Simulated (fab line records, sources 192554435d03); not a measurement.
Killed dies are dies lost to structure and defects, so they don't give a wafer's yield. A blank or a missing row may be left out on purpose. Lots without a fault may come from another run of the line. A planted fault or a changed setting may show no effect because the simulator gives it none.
Chamber matching | flow n5_finfet | N5_MOL_CONTACT_COAG_DESCUM_45 on rie_diel-06: 4 sister chambers
The step chemistry O2, time 7 s. 4 wafers are shown with their chamber, then 8 later ones without.

WAFERS WITH THEIR CHAMBER
wafer  | chamber | throttle_valve_pct (%)
L082.2 | 1       | 20.61
L084.4 | 3       | 20.60
L084.6 | 2       | 20.25
L085.2 | 0       | 20.89

WAFERS WITHOUT THEIR CHAMBER
wafer  | throttle_valve_pct (%)
L085.4 | 20.26
L085.5 | 20.87
L086.2 | 20.63
L086.3 | 20.61
L086.5 | 20.62
L094.1 | 20.65
L094.2 | 20.29
L094.3 | 20.90

WHICH CHAMBER EACH WENT THROUGH
wafer  | from the rows above     | in truth
L085.4 | 2                       | 2
L085.5 | 0                       | 0
L086.2 | can't be placed: 1 or 3 | 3
L086.3 | can't be placed: 1 or 3 | 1
L086.5 | can't be placed: 1 or 3 | 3
L094.1 | can't be placed: 1 or 3 | 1
L094.2 | 2                       | 2
L094.3 | 0                       | 0
Placed correctly: 4 of 8. Can't be placed from these rows: 4 (the true chamber is among the candidates in 4). Placed wrongly: 0.
How it was worked out, from the rows above alone: a wafer's distance from a chamber is the root of the sum, over the readings, of the square of ((its reading less the chamber's mean) divided by the reading's scatter). The wafer belongs to the nearest chamber; if the next one is less than 2 further off, it can't be placed. A chamber's mean is the mean of its shown wafers. The scatter: with one shown wafer a chamber, the root of the mean of the squares of how far each hidden wafer lies from its nearest shown one.
